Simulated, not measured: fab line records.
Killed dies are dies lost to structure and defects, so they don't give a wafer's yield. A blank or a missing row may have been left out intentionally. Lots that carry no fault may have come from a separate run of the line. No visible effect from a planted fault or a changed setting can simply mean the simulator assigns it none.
Comparing a struck lot with a sound one    flow n5 finfet    14 steps out of a route of 1938
Sound: the wafers L836.1, L836.4, L836.6. Struck: wafer L841.3. (L841.4 of the same lot was not struck and is left out.) The cause comes at the end.
Order at every step that has rows: each side's tool, ch and its chambers, its first start. Under that, the readings that differ: sound wafers    struck wafers    difference of the means    sigmas: that difference in standard deviations of wafers without a fault.
alike: readings whose means differ by less than 2 such deviations, and words and numbers that are the same on both sides. not compared: withheld readings, readings that some wafer has no value for, bounds like >300 that may hide the same value, and numbers for which the record gives no deviation and whose values overlap.
A row with sigmas, a row that says differs or no value, or rows on one side alone: a step with any of these is where the two part. When numbers do not overlap yet have no deviation, they are printed without sigmas and do not part them. Lack of a reading on every wafer of one side parts them only where that side has two or more wafers.

first, 5 steps without rows for these wafers: N5_PASSIVATION_SOFTBAKE_05 (time 90 s); N5_PASSIVATION_EXPOSE_07 (exposes mask TV, defocus 0 nm, target cd 3000 nm); N5_PASSIVATION_PEB_08; N5_PASSIVATION_DEVELOP_09 (develop time 60 s); N5_PASSIVATION_HARDBAKE_11 (time 120 s).
N5_PASSIVATION_CD_MEAS_10: the cd target is 3000 nm.
  sound on cd sem-02 ch 0, day 12 15:31; struck on cd sem-03 ch 0, day 14 00:41
  alike: cd nm
N5_PASSIVATION_OVL_MEAS_60:
  sound on overlay-02 ch 0, day 12 15:33; struck on overlay-01 ch 0, day 14 00:43
  alike: TV_OVL
N5_PASSIVATION_INSPECT_61: inspects for defects (macro).
  sound on defect inspect-01 at day 12 15:35; struck on defect inspect-01 at day 14 00:45
  alike: raw defect count
N5_PASSIVATION_DESCUM_12: chemistry O2, time 7.9 s.
  sound on rie diel-06 ch 1,3, day 12 15:48; struck on rie diel-01 ch 2, day 14 00:54
reading                      sound        struck  difference  sigmas
drypump motor current A (A)  5.0 5.5 5.0  6.3     +1.1        +2
  alike: oes product au, rf fwd power W, rf vpp V, showerhead plenum p Torr, throttle valve pct
  not compared: rf hours counter h
N5_PASSIVATION_PASS_ETCH_74: etches SiNx in CF4/O2, target depth 220 nm, time 110 s.
  sound on rie diel-06 ch 1,3, day 12 15:52; struck on rie diel-01 ch 2, day 14 00:58
reading                      sound        struck  difference  sigmas
drypump motor current A (A)  5.0 5.6 4.9  6.3     +1.1        +2
  alike: cf4 flow sccm, oes product au, rf fwd power W, rf vpp V, showerhead plenum p Torr, throttle valve pct
  not compared: rf hours counter h
N5_PASSIVATION_VIA_ETCH_13: etches SiO2 in CHF3/O2, target depth 660 nm, time 330 s.
  sound on rie diel-06 ch 1,3, day 12 15:58; struck on rie diel-01 ch 2, day 14 01:04
reading                      sound        struck  difference  sigmas
drypump motor current A (A)  5.0 5.6 5.0  6.3     +1.1        +2
  alike: etch rf on time s, oes product au, rf fwd power W, rf vpp V, showerhead plenum p Torr, throttle valve pct
  not compared: rf hours counter h
N5_PASSIVATION_STRIP_14: strips in O2.
  sound on rie diel-06 ch 1,3, day 12 16:09; struck on rie diel-01 ch 2, day 14 01:15
reading                      sound        struck  difference  sigmas
drypump motor current A (A)  4.9 5.6 5.0  6.3     +1.1        +2
rf vpp V (V)                 3.9 2.4 3.3  7.0     +3.8        +4
  alike: oes product au, showerhead plenum p Torr, throttle valve pct
  not compared: rf hours counter h
N5_PASSIVATION_ETCH_15: etches SiCN in CF4/N2, target depth 75 nm, time 81.2 s.
  sound on rie diel-06 ch 1,3, day 12 16:11; struck on rie diel-01 ch 2, day 14 01:17
reading                      sound              struck  difference  sigmas
drypump motor current A (A)  5.0 5.6 4.9        6.3     +1.1        +2
model.etch.depth nm (nm)     65.66 65.33 65.08  101.1   +35.7       
  alike: cf4 flow sccm, oes product au, rf fwd power W, rf vpp V, showerhead plenum p Torr, throttle valve pct
  not compared: rf hours counter h
then, 1 step without rows for these wafers: N5_PASSIVATION_STRIP_73 (strips in post etch residue remover, time 60 s).

## WHERE THEY PART
First at N5_PASSIVATION_DESCUM_12; last, within this record, at N5_PASSIVATION_ETCH_15.

WHY: what the simulator had put in
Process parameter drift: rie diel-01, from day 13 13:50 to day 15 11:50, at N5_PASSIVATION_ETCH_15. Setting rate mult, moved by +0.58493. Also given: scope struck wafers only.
